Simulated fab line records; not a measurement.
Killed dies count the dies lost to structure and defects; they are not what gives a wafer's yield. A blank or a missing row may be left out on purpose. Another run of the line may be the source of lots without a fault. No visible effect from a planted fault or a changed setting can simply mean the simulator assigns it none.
Chamber matching || flow n5_finfet || N5_BEOL_M14_DEP_53 on pecvd-01: 3 sister chambers
The step deposits SiCN from 3MS/NH3, target thk 50 nm, time 17.8 s. 6 wafers are shown with their chamber, then 8 later ones without.

## WAFERS PAIRED WITH THEIR CHAMBERS
{"wafer": "L084.6", "chamber": 2, "throttle_valve_pct (%)": 16.4, "showerhead_plenum_p_Torr (Torr)": 4.168}
{"wafer": "L086.6", "chamber": 0, "throttle_valve_pct (%)": 19.1, "showerhead_plenum_p_Torr (Torr)": 4.146}
{"wafer": "L088.1", "chamber": 0, "throttle_valve_pct (%)": 19.2, "showerhead_plenum_p_Torr (Torr)": 4.147}
{"wafer": "L088.2", "chamber": 1, "throttle_valve_pct (%)": 19.2, "showerhead_plenum_p_Torr (Torr)": 4.180}
{"wafer": "L088.4", "chamber": 1, "throttle_valve_pct (%)": 19.0, "showerhead_plenum_p_Torr (Torr)": 4.173}
{"wafer": "L090.2", "chamber": 2, "throttle_valve_pct (%)": 16.7, "showerhead_plenum_p_Torr (Torr)": 4.166}

## WAFERS MISSING THEIR CHAMBER
{"wafer": "L090.4", "throttle_valve_pct (%)": 19.3, "showerhead_plenum_p_Torr (Torr)": 4.188}
{"wafer": "L090.5", "throttle_valve_pct (%)": 19.3, "showerhead_plenum_p_Torr (Torr)": 4.135}
{"wafer": "L097.4", "throttle_valve_pct (%)": 19.5, "showerhead_plenum_p_Torr (Torr)": 4.176}
{"wafer": "L097.5", "throttle_valve_pct (%)": 17.1, "showerhead_plenum_p_Torr (Torr)": 4.154}
{"wafer": "L097.6", "throttle_valve_pct (%)": 19.5, "showerhead_plenum_p_Torr (Torr)": 4.132}
{"wafer": "L092.1", "throttle_valve_pct (%)": 19.5, "showerhead_plenum_p_Torr (Torr)": 4.144}
{"wafer": "L092.3", "throttle_valve_pct (%)": 19.2, "showerhead_plenum_p_Torr (Torr)": 4.181}
{"wafer": "L092.5", "throttle_valve_pct (%)": 16.7, "showerhead_plenum_p_Torr (Torr)": 4.154}

## EACH ONE'S CHAMBER
{"wafer": "L090.4", "from the rows above": 1, "in truth": 1}
{"wafer": "L090.5", "from the rows above": 0, "in truth": 0}
{"wafer": "L097.4", "from the rows above": 1, "in truth": 1}
{"wafer": "L097.5", "from the rows above": 2, "in truth": 2}
{"wafer": "L097.6", "from the rows above": 0, "in truth": 0}
{"wafer": "L092.1", "from the rows above": 0, "in truth": 0}
{"wafer": "L092.3", "from the rows above": 1, "in truth": 1}
{"wafer": "L092.5", "from the rows above": 2, "in truth": 2}
Correct placement for 8 of the 8. Number that these rows cannot place: 0. Number placed wrongly: 0.
How it was worked out, from the rows above alone: a wafer's distance from a chamber is the root of the sum, over the readings, of the square of ((its reading less the chamber's mean) divided by the reading's scatter). If the next closest chamber is less than 2 further off than the closest, the wafer can't be placed; otherwise it belongs to the closest. Each chamber's mean is taken over the wafers shown for it. The scatter: take each reading less its chamber's mean, square it, sum over the shown wafers, divide by the number of wafers less the number of chambers, and take the root.
